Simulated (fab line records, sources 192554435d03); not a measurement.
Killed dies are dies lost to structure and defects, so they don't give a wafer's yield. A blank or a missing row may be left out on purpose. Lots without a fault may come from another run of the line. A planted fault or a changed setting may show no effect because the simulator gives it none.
fab line records | flow n5_finfet
record lots=6 wafers=17 last_day=18
route steps=1938 shown HKMG_FIN@454 GATE_CUT@465 PASSIVATION@1936
lots that met no fault: from a run of the same line without faults
start_h: hours from the record's first day to the start of the lot's first wafer shown | wait_h: hours since the lot's step before | " the same as in the row above | L1.1+2: a row that stands for several wafers | - no value, or no start given | * or withheld: withheld | < > ~ a bound
route shown NAME@n: a module of which the file shows steps, and the number in the route of the first | usual: mean/standard deviation of fault-free wafers | same: alike in all rows | chamber/n: place in a boat | sites: the reading at each site | _std_site: their standard deviation | _edge_site: outer sites' mean less inner sites' | radius_mm: how far each site lies from the wafer's centre | mask NAME#n: copy n | behind: the tool/chamber that last shaped the wafer | hold: why the lot was held/for how many hours/how that ended | device: the transistor (n, p or np) that didn't switch | end of line: the same wafers' tests at the end of the route | a step without rows: its recipe alone | killed: dies lost to structure and defects at the first sort, not the wafer's yield | map: a wafer's dies, x killed, . not, _ none there
set.NAME: the setting as run; set.NAME@STEP: as run at that earlier step | model.NAME: the simulator's own value behind a step, which no gauge read
lots at some steps of the route; a table a step, a row a wafer
services: from which hour (start_h, from the record's first day; less than 0 if before it) a tool's chamber was out of use, for how many hours, and why
## steps
# step N5_HKMG_FIN_ETCHBACK_68
# recipe chemistry=Cl2/Ar stop_on=HfO2 target_depth_a=5 pressure_mtorr=10 icp_w=600 bias_w=60 Cl2_flow_sccm=40 Ar_flow_sccm=60
# step N5_HKMG_FIN_STRIP_69
# recipe chemistry=N2/H2 power_w=2500 temp_c=300 h2_frac=0.65 time_s=360 pressure_mtorr=withheld n2_flow_sccm=1750 h2_flow_sccm=3250
# step N5_HKMG_FIN_ALD_21
# recipe material=TiN target_thk_a=15 temp_c=400 ald_precursor_family=TiCl4 ald_co_reactant=NH3 pulse_time_s=1 purge_time_s=3 co_reactant_purge_time_s=2 co_reactant_pulse_time_s=2 ald_cycles=68 pressure_torr=3
# step N5_HKMG_FIN_ALD_72
# recipe material=W target_thk_a=20 temp_c=300 pressure_torr=7.5 ald_precursor_family=WF6 ald_co_reactant=B2H6 pulse_time_s=1 purge_time_s=2 co_reactant_purge_time_s=2 co_reactant_pulse_time_s=3 ald_cycles=7
# usual chamber_pressure_Torr=7.498/0.016 heater_power_w=481/44 precursor_pulse_height_rel=1.001/0.023 susceptor_temp_C=299.97/0.2
# same co_reactant_purge_time_s=2
# columns lot.wafer tool chamber start_h wait_h chamber_pressure_Torr heater_power_w precursor_pulse_height_rel since_wet_clean_h susceptor_temp_C
L718.2 cvd_w-01 1 130.06 0.2 7.505 564 0.992 812 300.25
L718.3 " 0 " " 7.501 490 0.992 - 299.68
L718.5 " 1 " " 7.508 562 0.984 - 300.20
L720.2 cvd_w-01 1 140.40 0.2 7.481 563 1.000 822 300.24
L720.3 " 1 " " 7.501 549 0.975 - 299.94
L720.5 " 1 " " 7.481 566 1.017 - 299.89
L725.1 cvd_w-02 1 170.91 0.2 7.471 466 0.991 339 300.38
L725.3 " 0 " " 7.517 431 0.984 - 299.89
L725.6 " 1 " " 7.521 470 0.982 - 300.14
L728.2 cvd_w-02 1 187.41 0.2 7.508 466 0.995 355 299.74
L728.5 " 1 " " 7.495 471 1.018 - 299.58
L728.6 " 0 " " 7.524 444 0.994 - 299.92
L730.4 cvd_w-02 1 199.22 0.2 7.513 448 0.992 - 299.72
L730.6 " 1 " " 7.499 473 1.003 - 300.01
L732.2 cvd_w-01 1 219.25 0.2 7.501 581 0.990 901 299.66
L732.3 " 0 " " 7.497 489 0.999 - 300.02
L732.5 " 1 " " 7.528 554 0.994 - 299.96
# step N5_HKMG_FIN_W_FILL_22
# recipe material=W target_thk_a=600 temp_c=400 pressure_torr=39.4 time_s=18.2
# usual chamber_pressure_Torr=39.40/0.093 heater_power_w=863/79 susceptor_temp_C=399.98/0.22 throttle_valve_pct=19.3/0.55
# columns lot.wafer tool chamber start_h wait_h chamber_pressure_Torr heater_power_w since_wet_clean_h susceptor_temp_C throttle_valve_pct
L718.2 cvd_w-01 1 130.13 0.0 39.43 1006 812 400.19 20.1
L718.3 " 0 " " 39.34 892 - 399.82 18.5
L718.5 " 1 " " 39.48 1017 - 399.86 20.0
L720.2 cvd_w-01 1 140.46 0.0 39.23 982 822 400.45 20.1
L720.3 " 1 " " 39.45 1016 - 399.61 20.0
L720.5 " 1 " " 39.33 1032 - 400.08 20.1
L725.1 cvd_w-02 1 170.97 0.0 39.51 829 339 399.83 19.0
L725.3 " 0 " " 39.25 788 - 400.06 19.4
L725.6 " 1 " " 39.38 830 - 400.48 18.8
L728.2 cvd_w-02 1 187.47 0.0 39.35 822 355 400.18 19.0
L728.5 " 1 " " 39.39 837 - 399.76 18.9
L728.6 " 0 " " 39.50 808 - 400.20 19.6
L730.4 cvd_w-02 1 199.27 0.0 39.40 834 - 399.89 19.2
L730.6 " 1 " " 39.47 840 - 400.01 18.9
L732.2 cvd_w-01 1 219.32 0.0 39.37 998 901 399.83 20.2
L732.3 " 0 " " 39.43 865 - 399.93 18.8
L732.5 " 1 " " 39.45 1042 - 400.04 20.2
# step N5_HKMG_FIN_PRECLEAN_83
# recipe chemistry=DIW time_s=57.5 temp_c=23
# step N5_HKMG_FIN_SRD_84
# recipe dry_time_s=32 dry=n2_spin spin_rpm=1500
# step N5_HKMG_FIN_CMP_23
# recipe stop_on=SiNx t_overpolish_s=10 post_cmp_clean=rinse_only down_force_psi=4 platen_rpm=50.289 pad_velocity_m_s=1.0006 target_thk_nm=46.326
# usual motor_current_A=12.3/1.3 overpolish_run_s=10.000/0.0087 time_to_endpoint_s=11/3
# columns lot.wafer tool chamber start_h wait_h motor_current_A overpolish_run_s time_to_endpoint_s
L718.2 cmp-03 1 130.23 0.0 11.8 10.020 8
L718.3 " 2 " " 12.2 9.991 11
L718.5 " 1 " " 11.6 9.978 6
L720.2 cmp-03 3 140.65 0.1 12.9 10.003 11
L720.3 " 0 " " 14.0 9.999 8
L720.5 " 3 " " 13.0 10.004 8
L725.3 cmp-02 2 171.16 0.1 11.6 10.011 13
L725.1 " 3 " " 10.8 10.003 8
L725.6 " 2 " " 11.8 9.996 16
L728.2 cmp-01 2 187.58 0.0 12.9 9.999 11
L728.6 " 2 " " 12.7 10.022 10
L728.5 " 3 " " 13.4 10.005 16
L730.4 cmp-01 3 200.02 0.3 12.9 10.017 15
L730.6 " 2 " " 13.5 9.992 10
L732.3 cmp-01 2 219.58 0.2 13.1 10.005 11
L732.2 " 3 " " 13.8 9.990 11
L732.5 " 1 " " 10.2 9.993 10
# step N5_HKMG_FIN_CMP_94
# recipe stop_on=SiNx post_cmp_clean=w_dilute_nh4oh t_overpolish_s=4.7 down_force_psi=4 platen_rpm=50.289 pad_velocity_m_s=1.0006 target_thk_nm=43.299
# usual motor_current_A=12.4/1.3
# columns lot.wafer tool chamber start_h wait_h motor_current_A
L718.2 cmp-03 1 130.71 0.4 11.8
L718.3 " 2 " " 11.9
L718.5 " 1 " " 11.6
L720.2 cmp-03 3 141.08 0.3 13.2
L720.3 " 0 " " 14.4
L720.5 " 3 " " 13.2
L725.3 cmp-02 2 171.59 0.3 11.3
L725.1 " 3 " " 11.3
L725.6 " 2 " " 12.3
L728.2 cmp-01 2 188.06 0.4 12.7
L728.6 " 2 " " 13.1
L728.5 " 3 " " 13.6
L730.4 cmp-01 3 200.40 0.3 13.8
L730.6 " 2 " " 12.8
L732.3 cmp-01 2 219.96 0.3 13.3
L732.2 " 3 " " 13.6
L732.5 " 1 " " 9.9
# step N5_HKMG_FIN_INSPECT_28
# recipe inspect_instrument=darkfield mode=post_cmp
# usual raw_defect_count=37/16
# columns lot.wafer tool chamber start_h wait_h raw_defect_count
L718.2 defect_inspect-01 - 130.95 0.0 48
L718.3 " - " " 40
L718.5 " - " " 23
L720.2 defect_inspect-02 - 141.28 0.0 45
L720.3 " - " " 30
L720.5 " - " " 33
L725.1 defect_inspect-02 - 171.79 0.0 52
L725.3 " - " " 38
L725.6 " - " " 27
L728.2 defect_inspect-02 - 188.29 0.0 45
L728.5 " - " " 82
L728.6 " - " " 45
L730.4 defect_inspect-01 - 200.58 0.0 37
L730.6 " - " " 29
L732.2 defect_inspect-02 - 220.14 0.0 55
L732.3 " - " " 38
L732.5 " - " " 28
# step N5_GATE_CUT_ETCHBACK_00
# recipe chemistry=SF6/Cl2 target=W pressure_mtorr=8 icp_w=900 bias_w=80 SF6_flow_sccm=40 Cl2_flow_sccm=60
# step N5_GATE_CUT_ETCH_56
# recipe chemistry=Cl2/Ar target=TiN target_depth_a=216 pressure_mtorr=10 icp_w=600 bias_w=60 Cl2_flow_sccm=40 Ar_flow_sccm=60
# usual chamber_pressure_mTorr=10.000/0.012 drypump_motor_current_A=5.7/0.36 oes_product_au=0.80/0.11 rf_fwd_power_W=596.4/2.4 throttle_valve_pct=20.69/0.22
# columns lot.wafer tool chamber start_h wait_h chamber_pressure_mTorr drypump_motor_current_A oes_product_au rf_fwd_power_W rf_hours_counter_h throttle_valve_pct model.etch.depth_nm
L718.2 rie_metal-01 0 131.10 0.1 10.009 5.2 0.94 596.3 5 20.93 21.94
L718.3 " 0 " " 10.008 5.2 0.95 596.3 - 20.95 22.02
L718.5 " 1 " " 9.992 5.5 0.60 595.8 - 20.85 21.42
L720.2 rie_metal-02 0 141.44 0.1 10.018 5.7 0.74 597.6 44 20.62 20.86
L720.3 " 1 " " 10.014 6.3 0.77 599.1 - 20.28 21.43
L720.5 " 0 " " 9.988 5.7 0.75 597.2 - 20.61 20.79
L725.1 rie_metal-02 0 171.94 0.1 10.013 5.6 0.84 739.0 47 20.47 25.36
L725.3 " 0 " " 10.022 5.6 0.84 740.0 - 20.48 25.42
L725.6 " 1 " " 10.001 6.3 0.87 740.8 - 20.17 26.26
L728.2 rie_metal-02 0 188.44 0.1 10.014 5.6 0.84 743.0 48 20.50 25.31
L728.5 " 0 " " 9.986 5.6 0.84 742.1 - 20.50 25.11
L728.6 " 1 " " 10.002 6.3 0.86 743.2 - 20.18 25.71
L730.4 rie_metal-01 1 200.76 0.1 9.989 5.5 1.02 592.7 - 20.81 22.11
L730.6 " 1 " " 9.989 5.5 1.03 596.6 - 20.84 22.1
L732.2 rie_metal-01 0 220.29 0.1 10.003 5.2 0.90 595.3 12 20.97 21.86
L732.3 " 1 " " 10.002 5.5 0.98 593.3 - 20.84 21.36
L732.5 " 1 " " 9.996 5.5 0.97 596.0 - 20.83 21.21
# step N5_GATE_CUT_ETCHBACK_30
# recipe chemistry=Cl2/Ar target=TiN target_depth_a=30 mode=isotropic pressure_mtorr=10 icp_w=600 bias_w=60 Cl2_flow_sccm=40 Ar_flow_sccm=60
# usual chamber_pressure_mTorr=9.999/0.01 drypump_motor_current_A=5.7/0.36 oes_product_au=0.80/0.11 throttle_valve_pct=20.70/0.22
# columns lot.wafer tool chamber start_h wait_h chamber_pressure_mTorr drypump_motor_current_A oes_product_au rf_hours_counter_h throttle_valve_pct
L718.2 rie_metal-01 0 131.19 0.1 9.999 5.2 0.95 5 20.94
L718.3 " 0 " " 10.022 5.1 0.94 - 20.93
L718.5 " 1 " " 9.998 5.5 0.61 - 20.84
L720.2 rie_metal-02 0 141.53 0.1 9.996 5.7 0.73 44 20.62
L720.3 " 1 " " 10.000 6.3 0.77 - 20.30
L720.5 " 0 " " 9.984 5.6 0.75 - 20.61
L725.1 rie_metal-02 0 172.03 0.1 9.988 5.6 0.74 47 20.62
L725.3 " 0 " " 9.999 5.6 0.74 - 20.63
L725.6 " 1 " " 9.994 6.3 0.76 - 20.29
L728.2 rie_metal-02 0 188.53 0.1 9.995 5.6 0.74 48 20.64
L728.5 " 0 " " 9.980 5.6 0.73 - 20.63
L728.6 " 1 " " 10.004 6.3 0.76 - 20.32
L730.4 rie_metal-01 1 200.83 0.0 9.987 5.5 1.03 - 20.82
L730.6 " 1 " " 9.985 5.5 1.02 - 20.82
L732.2 rie_metal-01 0 220.38 0.1 10.007 5.2 0.90 12 20.94
L732.3 " 1 " " 10.013 5.5 0.99 - 20.83
L732.5 " 1 " " 10.007 5.5 0.98 - 20.84
# step N5_PASSIVATION_PROBE_49
# usual killed_at_M0_to_M3=34/10 killed_at_M4_up=13/5.4 killed_at_contacts=13/6 killed_at_front_end=42/13 killed_at_other=4/3.2 killed_dies=107/18 killed_on_rim=14/4.2 killed_open=69/14 killed_short=35/7.7
# same gross_dies=1180 killed_at_back_side=0
# columns lot.wafer tool chamber start_h wait_h killed_at_M0_to_M3 killed_at_M4_up killed_at_contacts killed_at_front_end killed_at_other killed_dies killed_on_rim killed_open killed_short
L725.6 prober-02 - 357.32 0.3 28 18 7 58 7 118 11 67 37
L730.4 prober-01 - 395.05 0.2 15 11 14 52 1 93 15 60 26
L730.6 prober-01 - 395.15 0.3 39 9 12 37 4 101 13 66 34
L728.2 prober-02 - 407.83 0.1 22 16 22 47 0 107 16 60 30
L728.5 prober-02 - 407.98 0.2 39 7 5 25 4 80 14 47 32
L728.6 prober-02 - 408.03 0.3 27 16 11 40 0 94 12 61 22
# killed by level:class
L725.6 FIN_CUT:area_etch=12 STI_FIN_REVEAL:geometric_particle:open=11 DUMMY_GATE:geometric_particle:open=11 BEOL_M2:geometric_particle:open=9 DUMMY_GATE:geometric_particle:short=7 BEOL_M4:geometric_particle:open=7 BEOL_M0_SAQP:geometric_particle:short=5 FIN_SAQP:geometric_particle:open=4
L730.4 FIN_SAQP:geometric_particle:open=13 MOL_CONTACT_COAG:geometric_particle:open=9 FIN_SAQP:geometric_particle:short=8 STI_FIN_REVEAL:geometric_particle:open=7 FIN_CUT:area_etch=6 DUMMY_GATE:geometric_particle:open=5 MOL_CONTACT_COAG:geometric_particle:short=5 BEOL_M0_SAQP:geometric_particle:open=4
L730.6 BEOL_M0_SAQP:geometric_particle:short=13 FIN_SAQP:geometric_particle:open=12 MOL_CONTACT_COAG:geometric_particle:open=10 BEOL_M3:geometric_particle:open=9 FIN_SAQP:geometric_particle:short=6 STI_FIN_REVEAL:geometric_particle:open=6 BEOL_M0:geometric_particle:open=6 BEOL_M0_SAQP:geometric_particle:open=5
L728.2 MOL_CONTACT_COAG:geometric_particle:open=14 HKMG_FIN:area_etch=12 STI_FIN_REVEAL:geometric_particle:open=9 MOL_CONTACT_COAG:geometric_particle:short=8 DUMMY_GATE:geometric_particle:open=7 FIN_SAQP:geometric_particle:short=6 BEOL_M1:geometric_particle:open=6 BEOL_M3:geometric_particle:open=5
L728.5 BEOL_M0_SAQP:geometric_particle:short=12 BEOL_M1:geometric_particle:open=10 BEOL_M0_SAQP:geometric_particle:open=8 DUMMY_GATE:geometric_particle:open=5 BEOL_M2:geometric_particle:open=5 FIN_SAQP:geometric_particle:open=4 FIN_SAQP:geometric_particle:short=4 MOL_CONTACT_COAG:geometric_particle:open=4
L728.6 BEOL_M3:geometric_particle:open=14 FIN_CUT:area_etch=11 MOL_CONTACT_COAG:geometric_particle:open=9 FIN_SAQP:geometric_particle:open=7 STI_FIN_REVEAL:geometric_particle:open=7 BEOL_M4:geometric_particle:open=7 BEOL_M1:geometric_particle:open=7 GATE_CUT:geometric_particle:short=5
## services
# columns tool chamber start_h hours kind
cmp-01 - 112.97 4.0 pm
cmp-01 - 116.97 - consumable_replace:conditioner
cmp-01 - 116.97 - consumable_replace:pad
cmp-01 - 116.97 6.3 pm
cmp-01 - 147.64 1.0 repair
cvd_w-02 1 164.06 4.4 repair
rie_metal-01 - 167.32 2.4 repair
cvd_w-01 - 173.85 14.6 pm
cmp-02 - 173.98 0.5 repair
rie_metal-01 1 182.03 - clean
rie_metal-01 1 182.03 18.0 scheduled_down
rie_metal-01 1 182.03 18.0 vent_cycle
cmp-02 - 191.17 9.8 repair
cmp-01 - 195.35 3.5 repair
## key
first_sign step=N5_GATE_CUT_ETCH_56 reading=rf_fwd_power_W direction=up sigmas=59 usual=* struck=*
effect none on later readings
model_effect step=N5_GATE_CUT_ETCH_56 value=etch.depth_nm without=21.16 struck=25.53
met_at N5_GATE_CUT_ETCH_56
struck_wafers L725.1,L725.3,L725.6,L728.2,L728.5,L728.6
tester_left_out L725,L728
baseline_loss step=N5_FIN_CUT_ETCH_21 wafers=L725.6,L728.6
baseline_loss step=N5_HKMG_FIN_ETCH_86 wafers=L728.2
onset_between 141.44 171.94
fault kind=process_parameter_drift tool=rie_metal-02 chamber=- onset_h=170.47 steps=N5_GATE_CUT_ETCH_56 channel=icp_w offset=144 shape=step end_h=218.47 acts_in=these_recipes_only stated=600
# tester_left_out: of these lots the tester's yield and bins aren't shown, on N5 and GAA mostly nor the transistor test; their killed dies are dies lost to structure and defects alone, not to doping, threshold or leakage, so they don't give the yield
# baseline_loss: these wafers lose ten dies or more at that step, a loss of the line's own and not of a fault; the sort's usual values leave them out
